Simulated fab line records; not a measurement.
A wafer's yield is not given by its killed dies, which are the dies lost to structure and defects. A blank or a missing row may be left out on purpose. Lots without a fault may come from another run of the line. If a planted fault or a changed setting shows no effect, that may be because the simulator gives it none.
Which tool was responsible? / flow nand-harc / 6 lots with 18 wafers sampled at 4 steps, on a route of 1302 steps

## WHAT EACH GAUGE READ, for each wafer
NHARC_A_CHANNEL_HOLE_D1_INSPECT_40.
lot=L281; measured=day 9 21:36; on=defect-inspect-01; raw-defect-count=39 39 69
lot=L286; measured=day 11 21:13; on=defect-inspect-01; raw-defect-count=95 105 101
lot=L290; measured=day 14 04:13; on=defect-inspect-02; raw-defect-count=340 309 326 341 303 325
lot=L292; measured=day 14 23:28; on=defect-inspect-01; raw-defect-count=392 371 346 379 373 354
lot=L299; measured=day 17 21:31; on=defect-inspect-02; raw-defect-count=58 50 40
lot=L301; measured=day 18 06:41; on=defect-inspect-02; raw-defect-count=21 49 62

## EACH LOT AND THE TOOL THAT RAN IT (in order: tool; ch and the chambers of the sampled wafers; start)
lot=L281; NHARC_A_CHANNEL_HOLE_D1_ETCH_25=har-etch-01 ch 0,1, day 9 18:47; NHARC_A_CHANNEL_HOLE_D1_STRIP_43=rie-diel-07 ch 0,1,2, day 9 20:34; NHARC_A_CHANNEL_HOLE_D1_STRIP_27=rie-diel-07 ch 0,1,3, day 9 21:36 or earlier
lot=L286; NHARC_A_CHANNEL_HOLE_D1_ETCH_25=har-etch-02 ch 0,1, day 11 18:25; NHARC_A_CHANNEL_HOLE_D1_STRIP_43=rie-diel-07 ch 0,1,3, day 11 20:11; NHARC_A_CHANNEL_HOLE_D1_STRIP_27=rie-diel-07 ch 0,2,3, day 11 21:13 or earlier
lot=L290; NHARC_A_CHANNEL_HOLE_D1_ETCH_25=har-etch-01 ch 0,1, day 14 01:32; NHARC_A_CHANNEL_HOLE_D1_STRIP_43=rie-diel-07 ch 1,3, day 14 03:10; NHARC_A_CHANNEL_HOLE_D1_STRIP_27=rie-diel-07 ch 0,1,3, day 14 04:13 or earlier
lot=L292; NHARC_A_CHANNEL_HOLE_D1_ETCH_25=har-etch-02 ch 0,1, day 14 20:39; NHARC_A_CHANNEL_HOLE_D1_STRIP_43=rie-diel-07 ch 2,3, day 14 22:26; NHARC_A_CHANNEL_HOLE_D1_STRIP_27=rie-diel-07 ch 0,1,3, day 14 23:28 or earlier
lot=L299; NHARC_A_CHANNEL_HOLE_D1_ETCH_25=har-etch-01 ch 0, day 17 18:42; NHARC_A_CHANNEL_HOLE_D1_STRIP_43=rie-diel-07 ch 0,3, day 17 20:28; NHARC_A_CHANNEL_HOLE_D1_STRIP_27=rie-diel-07 ch 0,2,3, day 17 21:31 or earlier
lot=L301; NHARC_A_CHANNEL_HOLE_D1_ETCH_25=har-etch-02 ch 1, day 18 03:53; NHARC_A_CHANNEL_HOLE_D1_STRIP_43=rie-diel-07 ch 0,3, day 18 05:39; NHARC_A_CHANNEL_HOLE_D1_STRIP_27=rie-diel-07 ch 0,3, day 18 06:41 or earlier
- NHARC_A_CHANNEL_HOLE_D1_ETCH_25: etches the open film in C4F8/O2/Ar, time 1040.2 s, target depth 1500 nm.
- NHARC_A_CHANNEL_HOLE_D1_STRIP_43: strips in O2/COS.
- NHARC_A_CHANNEL_HOLE_D1_STRIP_27: strips in O2.

## THE ANSWER, worked out from the rows above alone
Rule: the usual values come from the lots themselves. The widest of any qualifying gaps counts: lots, ordered by their means at a reading, are off when they make up no more than a third of the lots, leave a main group of 4 or more, and stand apart from it by 3 or more times the standard deviation of that group's means. The tables above print the reading to a certain number of digits; a main group whose means all agree to those digits is not used. A lot without any number at a reading at which 4 lots or more have one is off too. Any other lot the step has rows for is counted as sound.
Off, at NHARC_A_CHANNEL_HOLE_D1_INSPECT_40 on raw-defect-count: L290, L292. The main group has a mean of 61 with a standard deviation of 23.
If a tool, at a process step before that reading, ran all the lots that are off and no sound lot after the first of them, it fits. Gauges at NHARC_A_CHANNEL_HOLE_D1_INSPECT_40: tried the same way as those tools. NHARC_A_CHANNEL_HOLE_D1_STRIP_27: start missing for some lots; hours and lot order therefore follow NHARC_A_CHANNEL_HOLE_D1_INSPECT_40. Of those tried, none fits.

## WHAT THE SIMULATOR PUT IN
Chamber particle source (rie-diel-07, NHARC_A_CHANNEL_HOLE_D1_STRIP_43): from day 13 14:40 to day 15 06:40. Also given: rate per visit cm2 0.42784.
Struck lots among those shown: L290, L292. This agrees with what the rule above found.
